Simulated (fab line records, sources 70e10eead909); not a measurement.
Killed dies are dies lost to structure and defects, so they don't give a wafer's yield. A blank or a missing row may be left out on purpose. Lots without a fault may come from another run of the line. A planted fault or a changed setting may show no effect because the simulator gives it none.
Chamber matching | flow nand_harc | NHARC_P_M1_ETCH_35 on rie_diel-11: 4 sister chambers
The step etches the open film in N2/H2, target depth 40 nm, overetch 12 nm, time 43.94 s. 8 wafers are shown with their chamber, then 9 later ones without.

WAFERS WITH THEIR CHAMBER
wafer  | chamber | drypump_motor_current_A (A) | oes_product_au (a.u.)
L076.5 | 1       | 5.5                         | 1.014
L083.1 | 2       | 6.5                         | 0.977
L083.6 | 2       | 6.5                         | 0.974
L088.2 | 0       | 5.5                         | 0.989
L088.4 | 1       | 5.4                         | 0.990
L090.2 | 3       | 5.8                         | 1.008
L090.5 | 3       | 5.8                         | 1.014
L090.6 | 0       | 5.5                         | 1.004

WAFERS WITHOUT THEIR CHAMBER
wafer  | drypump_motor_current_A (A) | oes_product_au (a.u.)
L092.1 | 5.8                         | 1.020
L092.3 | 5.5                         | 1.002
L092.4 | 6.5                         | 0.968
L094.1 | 6.5                         | 0.968
L094.2 | 5.8                         | 1.015
L094.4 | 5.4                         | 1.008
L097.2 | 5.5                         | 0.986
L097.4 | 5.8                         | 1.017
L097.5 | 6.6                         | 0.963

WHICH CHAMBER EACH WENT THROUGH
wafer  | from the rows above     | in truth
L092.1 | 3                       | 3
L092.3 | can't be placed: 0 or 1 | 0
L092.4 | 2                       | 2
L094.1 | 2                       | 2
L094.2 | 3                       | 3
L094.4 | can't be placed: 1 or 0 | 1
L097.2 | can't be placed: 0 or 1 | 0
L097.4 | 3                       | 3
L097.5 | 2                       | 2
Placed correctly: 6 of 9. Can't be placed from these rows: 3 (the true chamber is among the candidates in 3). Placed wrongly: 0.
How it was worked out, from the rows above alone: a wafer's distance from a chamber is the root of the sum, over the readings, of the square of ((its reading less the chamber's mean) divided by the reading's scatter). The wafer belongs to the nearest chamber; if the next one is less than 2 further off, it can't be placed. A chamber's mean is the mean of its shown wafers. The scatter: the root of (the sum of the squares of (reading less its chamber's mean) over the shown wafers, divided by (wafers less chambers)).
